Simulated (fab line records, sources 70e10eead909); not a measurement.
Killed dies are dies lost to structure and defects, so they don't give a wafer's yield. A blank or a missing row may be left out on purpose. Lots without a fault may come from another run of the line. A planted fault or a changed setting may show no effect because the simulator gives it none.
A struck lot beside a sound one | flow nand_harc | 14 steps out of a route of 1302
Sound: wafers L462.4, L462.5, L462.6. Struck: wafers L476.1, L476.5. (L476.2 of the same lot was not struck and is left out.) The cause comes at the end.
At each step with rows: each side's tool, then ch and its chambers, then its first start. Under that, the readings that differ: sound wafers | struck wafers | difference of the means | sigmas: that difference in standard deviations of wafers without a fault.
alike: readings whose means differ by less than 2 such deviations, and words and numbers that are the same on both sides. not compared: withheld readings, readings that some wafer has no value for, bounds like >300 that may hide the same value, and numbers for which the record gives no deviation and whose values overlap.
The two part at a step that has a row with sigmas, a row that says differs or no value, or rows on one side only. Numbers that don't overlap but have no deviation are shown without sigmas and don't part them. A reading that every wafer of one side lacks parts them only if that side has two wafers or more.

first, 9 steps without rows for these wafers: NHARC_THIN_TSV_PVD_24 (deposits Al, target thk 800 nm); NHARC_THIN_TSV_DEHYDRATE_25 (time 120 s); NHARC_THIN_TSV_HMDS_26 (time 30 s); NHARC_THIN_TSV_COAT_27; NHARC_THIN_TSV_SOFTBAKE_28 (time 95 s); NHARC_THIN_TSV_EBR_29; NHARC_THIN_TSV_EXPOSE_30 (exposes mask PAD); NHARC_THIN_TSV_PEB_31 (peb time 85 s); NHARC_THIN_TSV_DEVELOP_32 (time 70 s).
NHARC_THIN_TSV_CD_MEAS_33: target cd 5000 nm.
  sound on cd_sem-01 ch 0, day 26 21:20; struck on cd_sem-02 ch 0, day 32 08:32
  reading    | sound                | struck        | difference | sigmas
  cd_nm (nm) | 4999.1 4998.6 4996.4 | 5000.0 5001.6 | +2.8       | +2
then, 1 step without rows for these wafers: NHARC_THIN_TSV_HARDBAKE_34 (time 80 s).
NHARC_THIN_TSV_DESCUM_35: chemistry O2, time 3 s.
  sound on rie_diel-05 ch 0,3, day 26 21:29; struck on rie_diel-05 ch 0,2, day 32 08:43
  alike: drypump_motor_current_A, oes_product_au, rf_vpp_V, showerhead_plenum_p_Torr, throttle_valve_pct
  not compared: rf_hours_counter_h
NHARC_THIN_TSV_ETCH_59: etches the open film in Cl2/BCl3, target depth 880 nm, time 138.1 s.
  sound on rie_metal-02 ch 0,1, day 26 21:43; struck on rie_metal-02 ch 0, day 32 08:49
  reading               | sound             | struck      | difference | sigmas
  oes_product_au (a.u.) | 0.991 1.008 0.984 | 0.943 0.953 | -0.046     | -6
  alike: drypump_motor_current_A, he_backside_leak_sccm, throttle_valve_pct
  not compared: rf_hours_counter_h
NHARC_THIN_TSV_ETCH_36: etches the open film in Cl2/BCl3, target depth 65 nm, time 18.571 s.
  sound on rie_metal-02 ch 0,1, day 26 21:54; struck on rie_metal-02 ch 0,1, day 32 09:05
  alike: drypump_motor_current_A, he_backside_leak_sccm, oes_product_au
  not compared: rf_hours_counter_h

WHERE THEY PART
First at NHARC_THIN_TSV_CD_MEAS_33; last, within this record, at NHARC_THIN_TSV_ETCH_59. Later steps at which nothing parts them and some readings are alike: NHARC_THIN_TSV_ETCH_36.

WHY: what the simulator had put in
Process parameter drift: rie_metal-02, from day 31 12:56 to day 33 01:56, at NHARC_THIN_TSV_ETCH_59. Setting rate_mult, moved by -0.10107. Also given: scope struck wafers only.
